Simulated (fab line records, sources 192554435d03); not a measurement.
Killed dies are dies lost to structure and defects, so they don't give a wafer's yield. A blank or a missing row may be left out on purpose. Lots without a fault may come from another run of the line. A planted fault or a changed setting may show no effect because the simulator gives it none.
A struck lot beside a sound one | flow n5_finfet | 27 steps out of a route of 1938
Sound: wafers L355.1, L355.3, L355.6. Struck: wafer L372.5. (L372.4 of the same lot was not struck and is left out.) The cause comes at the end.
At each step with rows: each side's tool, then ch and its chambers, then its first start. Under that, the readings that differ: sound wafers | struck wafers | difference of the means | sigmas: that difference in standard deviations of wafers without a fault.
alike: readings whose means differ by less than 2 such deviations, and words and numbers that are the same on both sides. not compared: withheld readings, readings that some wafer has no value for, bounds like >300 that may hide the same value, and numbers for which the record gives no deviation and whose values overlap.
The two part at a step that has a row with sigmas, a row that says differs or no value, or rows on one side only. Numbers that don't overlap but have no deviation are shown without sigmas and don't part them. A reading that every wafer of one side lacks parts them only if that side has two wafers or more.

N5_STI_FIN_REVEAL_ALD_14: deposits Si3N4, target thk 3 nm.
  sound on ald_sin-04 ch 0,1,2, day 3 03:41; struck on ald_sin-04 ch 1, day 7 10:02
  alike: heater_power_w
then, 2 steps without rows for these wafers: N5_STI_FIN_REVEAL_FCVD_FILL_01 (material SiO2 flowable, target thk 312 nm, time 512.2 s); N5_STI_FIN_REVEAL_DENSIFY_02 (time 1800 s).
N5_STI_FIN_REVEAL_CMP_04: polishes, stops on Si3N4, t overpolish 4 s, target thk 131.83 nm.
  sound on cmp-01 ch 1,2,3, day 3 09:19; struck on cmp-03 ch 1, day 7 15:07
  alike: motor_current_A, overpolish_run_s, platen_rpm, time_to_endpoint_s
N5_STI_FIN_REVEAL_THK_MEAS_05:
  sound on film_metro-01, day 3 09:37; struck on film_metro-02, day 7 15:23
  alike: thk_nm
N5_STI_FIN_REVEAL_DENSIFY_30:
  sound on rtp_anneal-02 ch 0, day 3 09:40; struck on rtp_anneal-02 ch 0, day 7 15:30
  alike: lamp_power_pct, lamp_zone_4_pct, lamp_zone_5_pct
  not compared: wafer_temp_C_max
then, 1 step without rows for these wafers: N5_STI_FIN_REVEAL_ETCHBACK_08 (etches SiO2 in C4F6/O2, target depth 30.5 nm, time 10.167 s).
N5_STI_FIN_REVEAL_STRIP_24: strips in N2/H2, time 90 s.
  sound on rie_diel-04 ch 1,2,3, day 3 09:56; struck on rie_diel-03 ch 0, day 7 15:41
  alike: bias_power_w, drypump_motor_current_A, oes_product_au, rf_vpp_V, showerhead_plenum_p_Torr, throttle_valve_pct
  not compared: rf_hours_counter_h
then, 4 steps without rows for these wafers: N5_STI_FIN_REVEAL_PRECLEAN_25 (cleans in SPM, time 90 s); N5_STI_FIN_REVEAL_PRECLEAN_26 (cleans in SC1, time 45 s); N5_STI_FIN_REVEAL_PRECLEAN_29 (cleans in DHF, time 30 s); N5_STI_FIN_REVEAL_SRD_12 (time 30 s).
N5_STI_FIN_REVEAL_RECESS_09: chemistry HF/NH3, target SiO2, afs cycles 11, target depth 42.5 nm, sublimation time 60 s.
  sound on vapor_etch-02 ch 1, day 3 10:08; struck on vapor_etch-02 ch 0, day 7 16:26
  reading                                      | sound             | struck | difference | sigmas
  model.etch.depth_nm (nm)                     | 41.86 41.86 41.86 | 69.17  | +27.31     |
  model.SiNx_of_FIN_SAQP_HM_DEP_03.thk_nm (nm) | 17.4 17.8 17.6    | 16.6   | -1.0       |
  alike: drypump_motor_current_A
then, 2 steps without rows for these wafers: N5_STI_FIN_REVEAL_STRIP_16 (strips SiNx in H3PO4, target depth 23.8 nm); N5_STI_FIN_REVEAL_PRECLEAN_17 (cleans in NF3:NH3, afs cycles 1, time 20 s, sublimation time 60 s).
N5_STI_FIN_REVEAL_ETCH_34: etches Si in H2, material Si, target depth 0.97 nm.
  sound on rie_si-06 ch 0,1, day 3 12:14; struck on rie_si-01 ch 2, day 7 18:00
  reading                | sound             | struck | difference | sigmas
  rf_fwd_power_W (W)     | 295.6 296.3 295.7 | 298.7  | +2.8       | +2
  throttle_valve_pct (%) | 25.6 26.5 26.5    | 24.6   | -1.6       | -2
  alike: drypump_motor_current_A, oes_product_au
  not compared: rf_hours_counter_h
then, 7 steps without rows for these wafers: N5_STI_FIN_REVEAL_OXIDATION_31 (chemistry O2 PLASMA REMOTE, time 20 s); N5_STI_FIN_REVEAL_PRECLEAN_32 (cleans in NF3:NH3, afs cycles 1, time 20 s, sublimation time 60 s); N5_STI_FIN_REVEAL_STRIP_35 (strips Si3N4 in H3PO4, target depth 4 nm, time 39 s); N5_STI_FIN_REVEAL_SRD_21 (time 30 s); N5_STI_FIN_REVEAL_OXIDATION_33 (chemistry O2 PLASMA REMOTE, time 20 s); N5_STI_FIN_REVEAL_CLEAN_19 (cleans in O3/DIW, time 120 s); N5_STI_FIN_REVEAL_SRD_23 (time 30 s).
N5_STI_FIN_REVEAL_CD_MEAS_22: target cd 6.238 nm, pitch 28 nm.
  sound on cd_sem-03, day 3 12:49; struck on cd_sem-01, day 7 18:35
  alike: cd_nm
N5_STI_FIN_REVEAL_FIN_H_MEAS_10:
  sound on ocd-02, day 3 12:50; struck on ocd-02, day 7 18:37
  reading              | sound          | struck | difference | sigmas
  trench_depth_nm (nm) | 51.3 50.5 51.1 | 78.2   | +27.2      | +32
then, 1 step without rows for these wafers: N5_STI_FIN_REVEAL_PRECLEAN_18 (cleans in SC2, time 45 s).
-- the record jumps here: 9 days lie between the struck wafers' starts before and after (it left off in module STI_FIN_REVEAL and takes up again in module BEOL_M4, whose first step shown is number 1111 of the route) --
N5_BEOL_M4_RC_MEAS_101:
  sound on prober-02 ch 0, day 12 16:43; struck on prober-02 ch 0, day 17 05:18
  reading        | sound          | struck | difference | sigmas
  DIBL_N (mV/V)  | 32.6 35.1 34.9 | 39.4   | +5.2       | +2
  DIBL_P (mV/V)  | 32 33 34       | 42     | +9         | +3
  IOFF_N (nA/um) | 0.12 0.14 0.15 | 0.26   | +0.12      | +3
  IOFF_P (nA/um) | 0.16 0.17 0.18 | 0.34   | +0.17      | +3
  ION_P (uA/um)  | 459 456 462    | 476    | +17        | +2
  SS_P (mV/dec)  | 71.6 72.4 73.2 | 74.5   | +2.1       | +2
  VT_P (mV)      | -253 -254 -249 | -242   | +10        | +3
  alike: ION_N, SS_N, VT_N

WHERE THEY PART
First at N5_STI_FIN_REVEAL_ETCH_34; last, within this record, at N5_BEOL_M4_RC_MEAS_101.

WHY: what the simulator had put in
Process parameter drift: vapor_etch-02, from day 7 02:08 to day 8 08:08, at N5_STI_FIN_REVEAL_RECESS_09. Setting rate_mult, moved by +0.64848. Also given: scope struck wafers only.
